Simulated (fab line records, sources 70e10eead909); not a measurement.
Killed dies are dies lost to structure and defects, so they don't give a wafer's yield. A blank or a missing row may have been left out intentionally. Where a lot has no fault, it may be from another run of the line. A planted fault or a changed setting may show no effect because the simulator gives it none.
Matching of chambers || flow nandHarc || pecvd-01 running NHARC_A_CONTACT_DEP_29: 3 sister chambers
The step deposits SiON, target thk 100 nm. 3 wafers are shown with their chamber, then 8 later ones without.

## WAFERS WITH THEIR CHAMBER
{"wafer": "L087.5", "chamber": 2, "heaterPowerW (W)": 829}
{"wafer": "L087.6", "chamber": 1, "heaterPowerW (W)": 790}
{"wafer": "L089.2", "chamber": 0, "heaterPowerW (W)": 573}

## WAFERS MISSING THEIR CHAMBER
{"wafer": "L089.3", "heaterPowerW (W)": 757}
{"wafer": "L089.5", "heaterPowerW (W)": 762}
{"wafer": "L093.2", "heaterPowerW (W)": 695}
{"wafer": "L093.4", "heaterPowerW (W)": 797}
{"wafer": "L093.5", "heaterPowerW (W)": 693}
{"wafer": "L096.1", "heaterPowerW (W)": 795}
{"wafer": "L096.2", "heaterPowerW (W)": 772}
{"wafer": "L096.5", "heaterPowerW (W)": 654}

## WHICH CHAMBER EACH WENT THROUGH
{"wafer": "L089.3", "from the rows above": "can't be placed: 1 or 2", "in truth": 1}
{"wafer": "L089.5", "from the rows above": "can't be placed: 1 or 2", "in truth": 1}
{"wafer": "L093.2", "from the rows above": "can't be placed: 1 or 0 or 2", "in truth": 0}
{"wafer": "L093.4", "from the rows above": "can't be placed: 1 or 2", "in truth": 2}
{"wafer": "L093.5", "from the rows above": "can't be placed: 1 or 0 or 2", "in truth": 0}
{"wafer": "L096.1", "from the rows above": "can't be placed: 1 or 2", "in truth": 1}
{"wafer": "L096.2", "from the rows above": "can't be placed: 1 or 2", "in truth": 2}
{"wafer": "L096.5", "from the rows above": "can't be placed: 0 or 1 or 2", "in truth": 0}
0 of 8 placed correctly. From these rows, 8 cannot be placed; in 8 the true chamber is one of the candidates. Placed wrongly: 0.
How it was worked out, from the rows above alone: a wafer's distance from a chamber is the root of the sum, over the readings, of the square of ((its reading less the chamber's mean) divided by the reading's scatter). If the next closest chamber is less than 2 further off than the closest, the wafer can't be placed; otherwise it belongs to the closest. Each chamber's mean is taken over the wafers shown for it. The scatter (one wafer shown for each chamber): square how far every hidden wafer sits from the nearest shown wafer, average those squares and take the square root.
